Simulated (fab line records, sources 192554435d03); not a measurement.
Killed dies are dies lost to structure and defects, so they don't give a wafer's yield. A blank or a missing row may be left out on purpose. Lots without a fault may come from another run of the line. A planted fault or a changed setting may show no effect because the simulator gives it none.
Which tool did it? | flow n5_finfet | 9 lots, 26 wafers sampled, at 6 steps of a route of 1938

WHAT THE GAUGES READ, wafer by wafer
N5_MOL_CONTACT_COAG_THK_MEAS_53. Usual: VIA_MOL_THK 43.9 nm, standard deviation 0.62.
lot  | measured     | on            | VIA_MOL_THK (nm) | flag
L925 | day 5 07:33  | film_metro-02 | 43.9 43.2 44.2   |
L928 | day 5 23:35  | film_metro-01 | 43.5 43.9 45.1   |
L929 | day 6 04:49  | film_metro-02 | 45.6 44.2 44.8   |
L931 | day 6 16:48  | film_metro-02 | 44.1 44.2 43.9   |
L935 | day 7 18:40  | film_metro-02 | 44.6 38.6 44.5   |
L939 | day 8 16:52  | film_metro-02 | 39.7 44.4        |
L940 | day 8 23:10  | film_metro-02 | 43.3 43.6 44.6   |
L941 | day 9 06:01  | film_metro-02 | 43.3 44.1 44.4   |
L946 | day 10 11:32 | film_metro-01 | 43.9 44.7 45.1   |

N5_BEOL_M4_RC_MEAS_101. Usual: DIBL_N 36.3 mV/V, standard deviation 1.1; DIBL_P 36.3 mV/V, standard deviation 1.4; IOFF_N 0.155 nA/um, standard deviation 0.019; IOFF_P 0.211 nA/um, standard deviation 0.027; ION_N 672 uA/um, standard deviation 8.5; ION_P 462 uA/um, standard deviation 5.8; SS_N 71.5 mV/dec, standard deviation 0.56; SS_P 73.3 mV/dec, standard deviation 0.52; VT_N 249.9 mV, standard deviation 2.5; VT_P -249.8 mV, standard deviation 2.8.
lot  | measured     | on        | DIBL_N (mV/V)  | DIBL_P (mV/V)  | IOFF_N (nA/um)    | IOFF_P (nA/um)    | ION_N (uA/um) | ION_P (uA/um) | SS_N (mV/dec)  | SS_P (mV/dec)  | VT_N (mV)         | VT_P (mV)            | flag
L925 | day 9 04:07  | prober-01 | 39.0 36.3 36.8 | 37.5 36.0 35.1 | 0.173 0.139 0.135 | 0.234 0.203 0.192 | 668 675 670   | 458 463 453   | 72.5 70.9 72.2 | 74.6 73.4 73.6 | 250.1 250.3 253.8 | -247.6 -250.4 -255.3 |
L928 | day 10 03:50 | prober-01 | 35.0 35.6 36.1 | 36.1 37.4 37.8 | 0.126 0.148 0.149 | 0.198 0.235 0.227 | 669 679 668   | 459 473 458   | 70.9 71.3 71.5 | 72.1 73.1 72.3 | 255.9 248.9 251.6 | -249.1 -247.1 -248.8 |
L929 | day 10 22:22 | prober-01 | 37.2 36.5 35.9 | 37.1 36.6 35.2 | 0.172 0.161 0.140 | 0.244 0.243 0.227 | 676 672 669   | 472 467 469   | 71.9 71.8 71.0 | 73.9 73.0 72.7 | 248.4 247.0 252.1 | -244.4 -247.3 -248.4 |
L931 | day 11 17:12 | prober-01 | 38.0 37.0 37.8 | 36.8 36.1 36.5 | 0.165 0.151 0.166 | 0.207 0.196 0.200 | 667 676 680   | 454 456 455   | 71.7 70.8 71.3 | 73.4 72.4 73.5 | 248.1 249.1 249.3 | -253.2 -252.9 -253.1 |
L935 | day 14 10:34 | prober-02 | 36.8 37.9 37.7 | 35.7 37.1 37.4 | 0.137 0.163 0.156 | 0.201 0.222 0.216 | 677 675 672   | 467 468 461   | 70.4 71.6 71.7 | 72.5 73.2 74.0 | 250.5 249.0 248.3 | -250.7 -246.1 -251.8 |
L939 | day 15 19:30 | prober-02 | 34.5 36.7      | 33.9 36.1      | 0.128 0.169       | 0.210 0.253       | 662 682       | 464 467       | 70.8 71.6      | 72.8 72.9      | 253.7 245.5       | -245.9 -243.8        |
L940 | day 17 07:19 | prober-01 | 35.9 34.9 35.3 | 36.9 36.0 36.3 | 0.156 0.146 0.161 | 0.221 0.203 0.217 | 670 679 665   | 460 467 463   | 70.8 71.2 71.5 | 73.5 73.0 72.8 | 250.6 247.6 248.6 | -248.0 -249.4 -246.2 |
L941 | day 15 15:35 | prober-01 | 35.4 35.7 34.8 | 36.2 37.6 35.6 | 0.143 0.146 0.134 | 0.196 0.219 0.186 | 665 669 658   | 461 463 454   | 71.9 71.4 72.3 | 73.2 73.5 73.0 | 253.8 252.3 252.1 | -252.5 -248.9 -251.9 |
L946 | day 16 08:40 | prober-01 | 34.9 34.3 34.9 | 37.6 36.8 36.6 | 0.168 0.150 0.157 | 0.241 0.235 0.232 | 668 673 665   | 470 472 465   | 70.4 71.7 71.8 | 73.3 73.1 72.6 | 247.3 249.5 251.7 | -247.3 -244.4 -248.7 |

WHICH TOOL RAN EACH LOT (tool, then ch and the chambers of the sampled wafers, then the start)
lot  | N5_MOL_CONTACT_COAG_PECVD_31    | N5_MOL_CONTACT_COAG_DESCUM_45      | N5_MOL_CONTACT_COAG_ETCH_124      | N5_BEOL_M0_SAQP_ILD_DEP_01
L925 | pecvd-04 ch 1,2, day 5 02:37    | rie_diel-02 ch 1,2,3, day 5 05:47  | rie_diel-05 ch 1,2,3, day 5 06:29 | pecvd-04 ch 0,1,2, day 5 12:11
L928 | pecvd-04 ch 0,2, day 5 20:00    | rie_diel-05 ch 1,3, day 5 22:01    | rie_diel-02 ch 0,1,3, day 5 22:31 | pecvd-01 ch 0,1,2, day 6 03:00
L929 | pecvd-04 ch 0,1,2, day 6 01:02  | rie_diel-02 ch 0,3, day 6 03:04    | rie_diel-05 ch 1,2,3, day 6 03:43 | pecvd-01 ch 0,1,2, day 6 08:14
L931 | pecvd-03 ch 1,2, day 6 13:22    | rie_diel-04 ch 0,2, day 6 15:13    | rie_diel-05 ch 1,2,3, day 6 15:43 | pecvd-02 ch 0,1, day 6 20:29
L935 | pecvd-04 ch 1,2, day 7 14:42    | rie_diel-04 ch 1,2,3, day 7 17:00  | rie_diel-02 ch 0,1,3, day 7 17:32 | pecvd-02 ch 0,1,2, day 8 00:39
L939 | pecvd-04 ch 0,1, day 8 12:25    | rie_diel-04 ch 1,2, day 8 14:34    | rie_diel-05 ch 0,1, day 8 15:49   | pecvd-04 ch 0,2, day 8 21:01
L940 | pecvd-01 ch 0,1, day 8 19:26    | rie_diel-02 ch 1,2,3, day 8 21:37  | rie_diel-04 ch 1,2,3, day 8 22:06 | pecvd-04 ch 0,1,2, day 9 02:36
L941 | pecvd-01 ch 0,1, day 9 02:22    | rie_diel-05 ch 0,1,3, day 9 04:26  | rie_diel-04 ch 1,2, day 9 04:56   | pecvd-04 ch 0,1,2, day 9 09:25
L946 | pecvd-01 ch 0,1,2, day 10 06:20 | rie_diel-04 ch 0,1,2, day 10 08:17 | rie_diel-05 ch 0,3, day 10 10:27  | pecvd-01 ch 0,1,2, day 10 14:57
- N5_MOL_CONTACT_COAG_PECVD_31: deposits SiO2 from TEOS/O2, target thk 46 nm, time 8.9 s.
- N5_MOL_CONTACT_COAG_DESCUM_45: chemistry O2, time 7 s.
- N5_MOL_CONTACT_COAG_ETCH_124: etches SiNx in CH3F/O2, stops on SiOC, target depth 6.5 nm.
- N5_BEOL_M0_SAQP_ILD_DEP_01: deposits SiOC from DEMS/O2, target thk 45.419 nm, time 8.7 s.

WHAT THE TOOLS THEMSELVES READ (means of the sampled wafers that have a number; where no wafer has one, the mark that the record gives instead)
N5_MOL_CONTACT_COAG_DESCUM_45. Usual: drypump_motor_current_A 5.7 A, standard deviation 0.42; oes_product_au 0.79 a.u., standard deviation 0.1; rf_vpp_V 243.6 V, standard deviation 1.5; showerhead_plenum_p_Torr 2.11 Torr, standard deviation 0.083; throttle_valve_pct 20.48 %, standard deviation 0.15.
lot  | tool        | drypump_motor_current_A (A) | oes_product_au (a.u.) | rf_vpp_V (V) | showerhead_plenum_p_Torr (Torr) | throttle_valve_pct (%) | flag
L925 | rie_diel-02 | 5.6                         | 0.80                  | 245.6        | 2.14                            | 20.47                  |
L928 | rie_diel-05 | 5.8                         | 0.69                  | 242.1        | 2.05                            | 20.53                  |
L929 | rie_diel-02 | 5.6                         | 0.77                  | 241.6        | 2.01                            | 20.51                  |
L931 | rie_diel-04 | 5.5                         | 0.71                  | 242.8        | 2.04                            | 20.49                  |
L935 | rie_diel-04 | 5.3                         | 0.77                  | 243.1        | 2.09                            | 20.55                  |
L939 | rie_diel-04 | 5.4                         | 0.80                  | 243.1        | 2.05                            | 20.51                  |
L940 | rie_diel-02 | 5.7                         | 0.77                  | 243.4        | 2.13                            | 20.51                  |
L941 | rie_diel-05 | 6.1                         | 0.85                  | 245.3        | 2.18                            | 20.39                  |
L946 | rie_diel-04 | 5.6                         | 0.83                  | 243.0        | 2.10                            | 20.44                  |

N5_MOL_CONTACT_COAG_ETCH_124. Usual: drypump_motor_current_A 5.8 A, standard deviation 0.41; oes_o_777_au 0.78 a.u., standard deviation 0.084; oes_product_au 0.66 a.u., standard deviation 0.074; rf_vpp_V 297 V, standard deviation 3.3; showerhead_plenum_p_Torr 2.03 Torr, standard deviation 0.076; throttle_valve_pct 16.39 %, standard deviation 0.18.
lot  | tool        | drypump_motor_current_A (A) | oes_o_777_au (a.u.) | oes_product_au (a.u.) | rf_vpp_V (V) | showerhead_plenum_p_Torr (Torr) | throttle_valve_pct (%) | flag
L925 | rie_diel-05 | 5.9                         | 0.72                | 0.61                  | 294          | 2.02                            | 16.52                  |
L928 | rie_diel-02 | 5.6                         | 0.76                | 0.65                  | 297          | 1.98                            | 16.34                  |
L929 | rie_diel-05 | 5.9                         | 0.71                | 0.61                  | 294          | 2.01                            | 16.52                  |
L931 | rie_diel-05 | 5.9                         | 0.71                | 0.60                  | 295          | 2.01                            | 16.54                  |
L935 | rie_diel-02 | 5.6                         | 0.75                | 0.64                  | 296          | 1.97                            | 16.36                  |
L939 | rie_diel-05 | 5.8                         | 0.94                | 0.80                  | 300          | 2.09                            | 16.10                  |
L940 | rie_diel-04 | 5.3                         | 0.76                | 0.65                  | 296          | 1.99                            | 16.47                  |
L941 | rie_diel-04 | 5.3                         | 0.75                | 0.65                  | 296          | 1.97                            | 16.46                  |
L946 | rie_diel-05 | 6.4                         | 0.81                | 0.71                  | 302          | 2.04                            | 16.31                  |

N5_BEOL_M0_SAQP_ILD_DEP_01. Usual: heater_power_w 450 W, standard deviation 57; showerhead_plenum_p_Torr 5.692 Torr, standard deviation 0.012; throttle_valve_pct 11.8 %, standard deviation 0.45.
lot  | tool     | heater_power_w (W) | showerhead_plenum_p_Torr (Torr) | throttle_valve_pct (%) | flag
L925 | pecvd-04 | 428                | 5.688                           | 11.8                   |
L928 | pecvd-01 | 508                | 5.692                           | 11.8                   |
L929 | pecvd-01 | 519                | 5.699                           | 12.0                   |
L931 | pecvd-02 | 420                | 5.693                           | 11.7                   |
L935 | pecvd-02 | 453                | 5.688                           | 11.9                   |
L939 | pecvd-04 | 428                | 5.683                           | 12.1                   |
L940 | pecvd-04 | 422                | 5.689                           | 11.8                   |
L941 | pecvd-04 | 430                | 5.691                           | 12.0                   |
L946 | pecvd-01 | 508                | 5.699                           | 11.9                   |

THE ANSWER, worked out from the rows above alone
Rule: a lot is off if the mean of its wafers that have a number lies more than 3 standard deviations from the usual mean. A lot without any number at a reading at which 4 lots or more have one is off too. The other lots that the step has rows for count as sound. The gauges are gone through in route order, then the tools' own readings, and for those a lot's mean is taken as printed above. The first step at which some lot is off is used, and at that step the reading that is off furthest; a lot without a number counts as furthest.
No lot is off at any reading shown: from this, nothing can be told.

WHAT THE SIMULATOR HAD PUT IN
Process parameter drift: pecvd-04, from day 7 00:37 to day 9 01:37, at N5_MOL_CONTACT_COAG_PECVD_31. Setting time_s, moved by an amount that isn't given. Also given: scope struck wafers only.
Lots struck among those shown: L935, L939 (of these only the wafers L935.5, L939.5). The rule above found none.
